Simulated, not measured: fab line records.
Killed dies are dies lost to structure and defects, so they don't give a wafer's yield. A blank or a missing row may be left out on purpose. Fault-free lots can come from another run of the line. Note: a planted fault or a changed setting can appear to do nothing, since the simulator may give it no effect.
Which tool is to blame? | flow n5 finfet | 11 lots with 33 wafers sampled at 3 steps, on a route of 1938 steps

## WHAT THE GAUGES SHOWED, per wafer
N5_BEOL_M5_CD_MEAS_35: target cd 28 nm, target cd y 24 nm.
lot  | measured     | on        | cd nm (nm)
L075 | day 8 04:28  | cd sem-03 | 28.0 28.0 27.9
L077 | day 8 21:41  | cd sem-03 | 27.9 27.3 27.4
L080 | day 9 22:50  | cd sem-02 | 27.7 28.3 28.3
L082 | day 10 03:46 | cd sem-01 | 28.1 27.9 28.1
L084 | day 10 21:10 | cd sem-03 | 27.5 27.2 27.3
L085 | day 11 14:20 | cd sem-03 | 27.9 27.4 27.4
L087 | day 11 16:47 | cd sem-01 | 28.2 28.2 28.3
L090 | day 12 14:16 | cd sem-03 | 27.8 28.3 28.1
L093 | day 12 20:45 | cd sem-01 | 28.4 28.0 28.1
L094 | day 13 01:23 | cd sem-03 | 27.5 27.5 27.6
L095 | day 14 00:01 | cd sem-01 | 28.3 28.3 28.4

## WHICH TOOL RAN EACH LOT (tool, then ch and the chambers of the sampled wafers, then the start)
lot  | N5_BEOL_M5_ETCH_75                 | N5_BEOL_M5_STRIP_36
L075 | rie diel-02 ch 0,2,3, day 8 03:56  | rie diel-02 ch 0,2,3, day 8 04:07
L077 | rie diel-01 ch 0,1,3, day 8 21:07  | rie diel-01 ch 0,1,3, day 8 21:19
L080 | rie diel-06 ch 0,2,3, day 9 22:17  | rie diel-06 ch 0,2,3, day 9 22:29
L082 | rie diel-01 ch 0,2,3, day 10 03:13 | rie diel-01 ch 0,2,3, day 10 03:25
L084 | rie diel-06 ch 2,3, day 10 20:37   | rie diel-06 ch 2,3, day 10 20:49
L085 | rie diel-02 ch 1,2,3, day 11 13:47 | rie diel-02 ch 1,2,3, day 11 13:59
L087 | rie diel-01 ch 0,2, day 11 16:14   | rie diel-01 ch 0,2, day 11 16:26
L090 | rie diel-02 ch 0,1,3, day 12 13:43 | rie diel-02 ch 0,1,3, day 12 13:54
L093 | rie diel-01 ch 0,1,2, day 12 20:11 | rie diel-01 ch 0,1,2, day 12 20:23
L094 | rie diel-02 ch 0,2,3, day 13 00:50 | rie diel-02 ch 0,2,3, day 13 01:02
L095 | rie diel-02 ch 1,3, day 13 23:29   | rie diel-02 ch 1,3, day 13 23:40
- N5_BEOL_M5_ETCH_75: etches underlayer in N2/H2, target depth 6.5 nm, time 5.2 s.
- N5_BEOL_M5_STRIP_36: strips in N2/H2.

## THE ANSWER, worked out from the rows above alone
Rule: usual is defined by the lots themselves. The widest of any qualifying gaps counts: lots, ordered by their means at a reading, are off when they make up no more than a third of the lots, leave a main group of 4 or more, and stand apart from it by 3 or more times the standard deviation of that group's means. A main group is skipped when, at the precision printed for the reading in the tables above, its means are all equal. Also off: a lot with no number at a reading for which 4 or more lots have one. Any other lot the step has rows for is counted as sound.
No lot is off at any reading shown: from this, nothing can be told.

## WHAT THE SIMULATOR HAD INSERTED
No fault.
